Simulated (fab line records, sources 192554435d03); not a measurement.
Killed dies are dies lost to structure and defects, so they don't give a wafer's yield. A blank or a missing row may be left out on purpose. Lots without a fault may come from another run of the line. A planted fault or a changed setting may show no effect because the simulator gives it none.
Split-lot experiment | flow n5_finfet | 7 lots, 39 wafers read, on a route of 1938 steps

THE SPLIT
At N5_BEOL_M6_ALD_77 (deposits TaN, target thk 2 nm, pulse time 2 s, purge time 3 s), the setting ald_cycles was moved away from the recipe's 40 on 12 of the 39 wafers read, by -40.0% to +57.5%. The other wafers ran this setting at the recipe's value.

The reading is taken at the split's own step.

THE READING
TaN_of_BEOL_M6_ALD_77.thk_nm (the simulator's own value, which no gauge read), in nm, at N5_BEOL_M6_ALD_77 (deposits TaN, target thk 2 nm, pulse time 2 s, purge time 3 s). The file gives no usual value for it.

wafer  | tool, chamber at the split | ald_cycles as run | against the recipe | TaN_of_BEOL_M6_ALD_77.thk_nm, nm | against lot-mates on the recipe
L074.1 | ald_metal-03, 1,0,2        | 24                | -40.0%             | 1.2                              | -0.8
L074.2 | ald_metal-03, 1,0,2        | 24                | -40.0%             | 1.2                              | -0.8
L074.6 | ald_metal-03, 1,0,2        | 24                | -40.0%             | 1.2                              | -0.8
L074.3 | ald_metal-03, 3,2,1        | 40                | recipe             | 2                                | -
L074.4 | ald_metal-03, 3,2,1        | 40                | recipe             | 2                                | -
L074.5 | ald_metal-03, 3,2,1        | 40                | recipe             | 2                                | -
L076.1 | ald_metal-04, 1,3,2        | 40                | recipe             | 2                                | -
L076.3 | ald_metal-04, 1,3,2        | 40                | recipe             | 2                                | -
L076.4 | ald_metal-04, 1,3,2        | 40                | recipe             | 2                                | -
L076.2 | ald_metal-04, 0,2,3        | 57                | +42.5%             | 2.8                              | +0.8
L076.5 | ald_metal-04, 0,2,3        | 57                | +42.5%             | 2.8                              | +0.8
L076.6 | ald_metal-04, 0,2,3        | 57                | +42.5%             | 2.8                              | +0.8
L078.1 | ald_metal-01, 2,1,0        | 63                | +57.5%             | 3.2                              | +1.2
L078.5 | ald_metal-01, 2,1,0        | 63                | +57.5%             | 3.2                              | +1.2
L078.6 | ald_metal-01, 2,1,0        | 63                | +57.5%             | 3.2                              | +1.2
L078.2 | ald_metal-01, 3,0,1        | 40                | recipe             | 2                                | -
L078.3 | ald_metal-01, 3,0,1        | 40                | recipe             | 2                                | -
L078.4 | ald_metal-01, 3,0,1        | 40                | recipe             | 2                                | -
L081.3 | ald_metal-01, 3,0,2        | 40                | recipe             | 2                                | -
L081.4 | ald_metal-01, 3,0,2        | 40                | recipe             | 2                                | -
L081.6 | ald_metal-01, 3,0,2        | 40                | recipe             | 2                                | -
L085.1 | ald_metal-01, 2,1,3        | 49                | +22.5%             | 2.4                              | +0.4
L085.2 | ald_metal-01, 2,1,3        | 49                | +22.5%             | 2.4                              | +0.4
L085.6 | ald_metal-01, 2,1,3        | 49                | +22.5%             | 2.4                              | +0.4
L085.3 | ald_metal-01, 3,0,2        | 40                | recipe             | 2                                | -
L085.4 | ald_metal-01, 3,0,2        | 40                | recipe             | 2                                | -
L085.5 | ald_metal-01, 3,0,2        | 40                | recipe             | 2                                | -
L087.1 | ald_metal-01, 0,1,3,2,1,2  | 40                | recipe             | 2                                | -
L087.2 | ald_metal-01, 0,1,3,2,1,2  | 40                | recipe             | 2                                | -
L087.3 | ald_metal-01, 0,1,3,2,1,2  | 40                | recipe             | 2                                | -
L087.4 | ald_metal-01, 0,1,3,2,1,2  | 40                | recipe             | 2                                | -
L087.5 | ald_metal-01, 0,1,3,2,1,2  | 40                | recipe             | 2                                | -
L087.6 | ald_metal-01, 0,1,3,2,1,2  | 40                | recipe             | 2                                | -
L093.1 | ald_metal-04, 1,2,3,3,1,2  | 40                | recipe             | 2                                | -
L093.2 | ald_metal-04, 1,2,3,3,1,2  | 40                | recipe             | 2                                | -
L093.3 | ald_metal-04, 1,2,3,3,1,2  | 40                | recipe             | 2                                | -
L093.4 | ald_metal-04, 1,2,3,3,1,2  | 40                | recipe             | 2                                | -
L093.5 | ald_metal-04, 1,2,3,3,1,2  | 40                | recipe             | 2                                | -
L093.6 | ald_metal-04, 1,2,3,3,1,2  | 40                | recipe             | 2                                | -
Where a row lists several chambers, the file gives one row for several wafers and doesn't say which wafer went through which chamber.

THE FIT
A straight line over all 39 wafers: TaN_of_BEOL_M6_ALD_77.thk_nm changes by +0.02 nm for each +1% of ald_cycles; r = +1.00; the points scatter about the line by 0.024 nm.
The same after taking each lot's own level away (the mean of its wafers on the recipe; 39 wafers): +0.02 nm for each +1%; r = +1.00; scatter 0.024 nm.
On that fit, the largest move of ald_cycles shifts the reading by 1.1 nm.
The lots' own levels span 2.00 to 2.00 nm.
So the lot-to-lot level changes the slope little: the two slopes agree.
Check: with one of the wafers moved furthest among these (+57.5%) left out of the fit, the line predicts +1.14 nm for it against its lot-mates. It came out at +1.2 nm against them.

OTHER SPLITS ON THESE WAFERS
These wafers also went through other splits before the reading. Each is held against what the fit with the lots' levels taken away leaves over:
other split on the same wafers | wafers away from the commonest value | r with TaN_of_BEOL_M6_ALD_77.thk_nm (lot level and that fit taken away)
N5_BEOL_M2_DESCUM_33 time_s    | 15                                   | -0.02

THE FILE'S OWN FIT
TaN_of_BEOL_M6_ALD_77.thk_nm changes by +0.0199 nm for each +1% of ald_cycles, r = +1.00.
